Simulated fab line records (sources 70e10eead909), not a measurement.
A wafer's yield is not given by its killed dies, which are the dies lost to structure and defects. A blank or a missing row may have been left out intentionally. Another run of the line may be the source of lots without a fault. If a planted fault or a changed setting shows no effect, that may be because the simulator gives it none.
Which tool is to blame? ; flow nandHarc ; Sampling: 23 lots, 69 wafers, 5 of 1159 route steps

## WHAT THE GAUGES READ, wafer by wafer
NHARC_A_STAIRCASE_INSPECT_155.
lot;measured;on;rawDefectCount
L074;day 14 01:14;defectInspect-01;275 306 293
L075;day 14 07:12;defectInspect-02;321 260 262
L077;day 14 07:26;defectInspect-02;275 406 292
L078;day 14 12:09;defectInspect-01;219 229 210
L076;day 14 12:19;defectInspect-02;705 316 310
L079;day 15 07:37;defectInspect-02;790 515 383
L080;day 15 23:18;defectInspect-01;414 500 443
L082;day 16 00:53;defectInspect-01;492 662 498
L083;day 16 01:09;defectInspect-01;261 191 259
L084;day 16 01:04;defectInspect-02;715 550 375
L081;day 16 03:38;defectInspect-02;338 416 371
L086;day 16 23:08;defectInspect-01;449 630 406
L087;day 16 22:57;defectInspect-02;382 331 252
L085;day 16 23:14;defectInspect-01;402 317 243
L088;day 17 10:33;defectInspect-02;441 473 556
L089;day 17 22:56;defectInspect-01;418 272 308
L091;day 17 22:26;defectInspect-01;203 163 233
L092;day 18 03:14;defectInspect-01;439 436 668
L094;day 18 13:05;defectInspect-01;435 252 294
L093;day 18 12:53;defectInspect-02;456 335 358
L095;day 19 04:13;defectInspect-01;264 394 418
L097;day 19 17:01;defectInspect-01;283 202 274
L096;day 19 23:23;defectInspect-01;513 560 409

## EACH LOT AND THE TOOL THAT RAN IT (in order: tool; ch and the chambers of the sampled wafers; start)
lot;NHARC_A_STAIRCASE_ETCH_253;NHARC_A_STAIRCASE_ETCH_452;NHARC_A_STAIRCASE_DEP_301;NHARC_A_STAIRCASE_ETCHBACK_422
L074;rieDiel-13 ch 0,1,2, day 11 13:55;rieDiel-13 ch 1,2, day 11 23:05 or earlier;pecvd-02 ch 0,1, day 11 23:05;rieDiel-12 ch 0,2,3, day 13 23:59
L075;rieDiel-01 ch 0,2,3, day 11 23:32;rieDiel-12 ch 0,2,3, day 12 09:12 or earlier;pecvd-01 ch 0,1, day 12 09:12;rieDiel-13 ch 0,2,3, day 14 05:56
L077;rieDiel-12 ch 2,3, day 11 23:47;rieDiel-12 ch 2,3, day 12 09:46 or earlier;pecvd-04 ch 0,1,2, day 12 09:46;rieDiel-13 ch 0,3, day 14 06:10
L078;rieDiel-01 ch 1,2,3, day 12 05:50;rieDiel-12 ch 2,3, day 12 14:48 or earlier;pecvd-02 ch 0,1,2, day 12 14:48;rieDiel-13 ch 1,3, day 14 10:55
L076;rieDiel-01 ch 0,2, day 12 08:39;rieDiel-01 ch 0,1,3, day 12 17:55 or earlier;pecvd-01 ch 0,2, day 12 17:55;rieDiel-12 ch 0,1,2, day 14 11:04
L079;rieDiel-01 ch 1,2, day 12 19:41;rieDiel-13 ch 0,1,3, day 13 04:21 or earlier;pecvd-02 ch 1,2, day 13 04:21;rieDiel-12 ch 0,2,3, day 15 06:15
L080;rieDiel-01 ch 0,1,3, day 13 09:19;rieDiel-13 ch 0,3, day 13 19:17 or earlier;pecvd-02 ch 0,1,2, day 13 19:17;rieDiel-12 ch 0,1,3, day 15 21:38
L082;rieDiel-13 ch 0,1,2, day 13 10:38;rieDiel-01 ch 0,1,2, day 13 21:44 or earlier;pecvd-04 ch 0,1,2, day 13 21:44;rieDiel-12 ch 0,3, day 15 23:16
L083;rieDiel-01 ch 0,1,3, day 13 14:47;rieDiel-01 ch 1,3, day 14 00:28 or earlier;pecvd-04 ch 0,1,2, day 14 00:28;rieDiel-12 ch 0,1,2, day 15 21:55
L084;rieDiel-01 ch 2,3, day 13 15:11;rieDiel-12 ch 1,3, day 14 00:28 or earlier;pecvd-01 ch 0,1,2, day 14 00:28;rieDiel-13 ch 1,2,3, day 15 21:48
L081;rieDiel-01 ch 0,2, day 13 15:34;rieDiel-12 ch 0,1,2, day 14 02:12 or earlier;pecvd-02 ch 0,1,2, day 14 02:12;rieDiel-12 ch 0,1,3, day 16 02:25
L086;rieDiel-12 ch 0,2,3, day 14 12:29;rieDiel-01 ch 0,2,3, day 14 22:27 or earlier;pecvd-04 ch 0,1,2, day 14 22:27;rieDiel-01 ch 2,3, day 16 21:46
L087;rieDiel-01 ch 0,1, day 14 16:22;rieDiel-12 ch 1,2,3, day 15 02:01 or earlier;pecvd-01 ch 0,1,2, day 15 02:01;rieDiel-01 ch 0,3, day 16 21:41
L085;rieDiel-13 ch 0,3, day 14 16:46;rieDiel-12 ch 0,1,2, day 15 02:23 or earlier;pecvd-04 ch 0,1, day 15 02:23;rieDiel-13 ch 2,3, day 16 21:57
L088;rieDiel-01 ch 0,2,3, day 14 22:47;rieDiel-13 ch 1,2,3, day 15 08:07 or earlier;pecvd-01 ch 0,1, day 15 08:07;rieDiel-13 ch 1,2, day 17 09:16
L089;rieDiel-01 ch 1,2,3, day 15 08:23;rieDiel-01 ch 0,2,3, day 15 17:53 or earlier;pecvd-01 ch 0,1, day 15 17:53;rieDiel-01 ch 0,2,3, day 17 21:08
L091;rieDiel-01 ch 0,1,3, day 15 12:05;rieDiel-01 ch 0,2,3, day 15 23:29 or earlier;pecvd-04 ch 0,1,2, day 15 23:29;rieDiel-12 ch 1,2, day 17 21:07
L092;rieDiel-12 ch 1,2, day 15 15:58;rieDiel-12 ch 0,2, day 16 05:07 or earlier;pecvd-04 ch 1,2, day 16 05:07;rieDiel-01 ch 0,2, day 18 01:59
L094;rieDiel-13 ch 0,3, day 15 23:22;rieDiel-12 ch 1,2,3, day 16 12:58 or earlier;pecvd-01 ch 0,1,2, day 16 12:58;rieDiel-12 ch 1,2,3, day 18 11:49
L093;rieDiel-01 ch 0,2,3, day 16 07:53;rieDiel-01 ch 0,2,3, day 16 18:16 or earlier;pecvd-02 ch 0,1,2, day 16 18:16;rieDiel-12 ch 0,1,3, day 18 11:38
L095;rieDiel-12 ch 0,1,3, day 16 12:55;rieDiel-13 ch 0,1,2, day 16 23:33 or earlier;pecvd-01 ch 0,2, day 16 23:33;rieDiel-01 ch 0,3, day 19 02:57
L097;rieDiel-13 ch 1,2, day 17 05:37;rieDiel-13 ch 0,2,3, day 17 13:34 or earlier;pecvd-04 ch 0,2, day 17 13:34;rieDiel-12 ch 2,3, day 19 15:31
L096;rieDiel-01 ch 0,2,3, day 17 10:45;rieDiel-13 ch 0,2,3, day 17 19:24 or earlier;pecvd-04 ch 0,1,2, day 17 19:24;rieDiel-12 ch 0,2,3, day 19 22:04
- NHARC_A_STAIRCASE_ETCH_253: etches the open film in C4F8/O2, target depth 50 nm, time 20.2 s.
- NHARC_A_STAIRCASE_ETCH_452: etches the open film in CF4/O2, target depth 30 nm, overetch 3 nm, time 16.5 s.
- NHARC_A_STAIRCASE_DEP_301: deposits SiON, target thk 30 nm.
- NHARC_A_STAIRCASE_ETCHBACK_422: etches the open film in CH3F/O2, target depth 40 nm, time 74.286 s.

## AS READ BY THE TOOLS THEMSELVES (means over the sampled wafers that have a number; for cases with no such wafer, the mark the record gives instead)
NHARC_A_STAIRCASE_ETCH_253.
lot;tool;oesProductAu (a.u.);rfVppV (V)
L074;rieDiel-13;0.973;899
L075;rieDiel-01;0.938;888
L077;rieDiel-12;0.979;888
L078;rieDiel-01;0.914;889
L076;rieDiel-01;0.920;887
L079;rieDiel-01;0.916;888
L080;rieDiel-01;0.942;890
L082;rieDiel-13;0.986;898
L083;rieDiel-01;0.961;890
L084;rieDiel-01;0.947;901
L081;rieDiel-01;0.924;893
L086;rieDiel-12;0.978;894
L087;rieDiel-01;0.955;902
L085;rieDiel-13;0.998;903
L088;rieDiel-01;0.959;901
L089;rieDiel-01;0.943;897
L091;rieDiel-01;0.954;897
L092;rieDiel-12;0.969;889
L094;rieDiel-13;0.932;903
L093;rieDiel-01;0.962;900
L095;rieDiel-12;0.981;894
L097;rieDiel-13;0.972;896
L096;rieDiel-01;0.970;900

NHARC_A_STAIRCASE_ETCH_452.
lot;tool;cf4FlowSccm (sccm);drypumpMotorCurrentA (A);mfcArSccm (sccm);oesProductAu (a.u.);rfVppV (V);showerheadPlenumPTorr (Torr);throttleValvePct (%)
L074;rieDiel-13;79.90;6.0;0.020;1.011;197.2;1.30;13.400
L075;rieDiel-12;79.75;5.7;0.000;1.002;197.4;1.31;13.405
L077;rieDiel-12;80.02;6.1;0.000;1.002;196.3;1.25;13.398
L078;rieDiel-12;80.01;6.1;0.000;1.005;195.9;1.25;13.396
L076;rieDiel-01;79.53;5.8;0.008;0.985;196.7;1.27;13.410
L079;rieDiel-13;80.06;5.7;0.008;1.015;199.5;1.40;13.394
L080;rieDiel-13;79.75;6.0;0.011;1.010;199.7;1.40;13.402
L082;rieDiel-01;79.83;5.7;0.013;0.990;197.8;1.33;13.398
L083;rieDiel-01;79.97;6.0;0.008;0.998;196.5;1.29;13.410
L084;rieDiel-12;80.01;6.0;0.000;1.018;195.6;1.28;13.386
L081;rieDiel-12;80.17;5.8;0.000;1.009;198.1;1.33;13.407
L086;rieDiel-01;79.93;5.7;0.004;0.995;199.7;1.39;13.395
L087;rieDiel-12;79.93;6.1;0.000;1.008;194.7;1.26;13.404
L085;rieDiel-12;80.15;5.8;0.000;1.008;197.0;1.33;13.398
L088;rieDiel-13;79.92;6.0;0.014;1.012;197.3;1.34;13.401
L089;rieDiel-01;79.76;5.7;0.004;0.988;199.1;1.39;13.394
L091;rieDiel-01;79.95;5.7;0.004;0.992;198.0;1.39;13.392
L092;rieDiel-12;79.97;5.5;0.000;1.003;198.1;1.37;13.399
L094;rieDiel-12;80.05;6.1;0.000;1.000;195.7;1.26;13.404
L093;rieDiel-01;79.97;5.7;0.004;0.997;198.8;1.38;13.400
L095;rieDiel-13;79.64;5.7;0.014;1.008;198.6;1.35;13.387
L097;rieDiel-13;79.65;6.1;0.018;1.011;198.5;1.35;13.405
L096;rieDiel-13;80.20;6.1;0.018;1.006;198.1;1.35;13.398

NHARC_A_STAIRCASE_DEP_301.
lot;tool;heaterPowerW (W)
L074;pecvd-02;704
L075;pecvd-01;764
L077;pecvd-04;687
L078;pecvd-02;726
L076;pecvd-01;653
L079;pecvd-02;782
L080;pecvd-02;727
L082;pecvd-04;759
L083;pecvd-04;701
L084;pecvd-01;727
L081;pecvd-02;702
L086;pecvd-04;681
L087;pecvd-01;699
L085;pecvd-04;797
L088;pecvd-01;765
L089;pecvd-01;758
L091;pecvd-04;696
L092;pecvd-04;741
L094;pecvd-01;708
L093;pecvd-02;811
L095;pecvd-01;733
L097;pecvd-04;661
L096;pecvd-04;715

NHARC_A_STAIRCASE_ETCHBACK_422.
lot;tool;drypumpMotorCurrentA (A);mfcArSccm (sccm);oesProductAu (a.u.);rfVppV (V);showerheadPlenumPTorr (Torr);throttleValvePct (%)
L074;rieDiel-12;5.8;200.1;0.93;243.6;2.42;20.665
L075;rieDiel-13;6.1;199.6;1.02;245.1;2.49;20.660
L077;rieDiel-13;5.8;200.3;1.01;246.0;2.61;20.661
L078;rieDiel-13;6.0;200.6;1.00;245.9;2.56;20.672
L076;rieDiel-12;5.8;200.6;1.01;244.0;2.44;20.663
L079;rieDiel-12;5.8;200.3;0.92;243.2;2.41;20.657
L080;rieDiel-12;5.7;200.3;0.93;243.9;2.44;20.652
L082;rieDiel-12;5.7;200.2;0.93;244.5;2.41;20.666
L083;rieDiel-12;5.8;199.9;1.00;243.5;2.44;20.666
L084;rieDiel-13;6.0;199.9;1.01;245.1;2.46;20.652
L081;rieDiel-12;5.7;200.1;0.93;243.5;2.44;20.674
L086;rieDiel-01;5.9;199.6;0.99;244.7;2.45;20.670
L087;rieDiel-01;5.9;199.9;0.92;244.3;2.45;20.652
L085;rieDiel-13;6.4;200.0;0.94;242.5;2.37;20.667
L088;rieDiel-13;6.0;199.5;0.93;242.7;2.37;20.660
L089;rieDiel-01;5.7;200.3;0.99;245.9;2.54;20.662
L091;rieDiel-12;6.2;200.4;1.01;241.8;2.31;20.664
L092;rieDiel-01;5.6;200.0;0.92;246.9;2.64;20.666
L094;rieDiel-12;6.1;200.2;1.01;242.4;2.31;20.661
L093;rieDiel-12;5.7;200.2;1.01;243.5;2.43;20.657
L095;rieDiel-01;5.6;200.1;0.91;245.4;2.54;20.659
L097;rieDiel-12;6.1;199.8;1.00;242.4;2.29;20.668
L096;rieDiel-12;5.8;199.9;1.00;243.1;2.40;20.664

## THE ANSWER, worked out from the rows above alone
Rule: usual is defined by the lots themselves. The widest of any qualifying gaps counts: lots, ordered by their means at a reading, are off when they make up no more than a third of the lots, leave a main group of 4 or more, and stand apart from it by 3 or more times the standard deviation of that group's means. If all means in a main group match to the digits the tables above print for the reading, that group is not used. A lot without any number at a reading at which 4 lots or more have one is off too. Where the step has rows for the other lots, those lots are counted as sound. First the gauges in route order, then the tools' own readings, where a lot's mean is used as printed above. At the first step where some lot is off, the reading lying furthest off is the one used; lots without a number count as furthest.
Across all readings shown, no lot is off: no conclusion can be drawn from this.

## WHAT THE SIMULATOR HAD PUT IN
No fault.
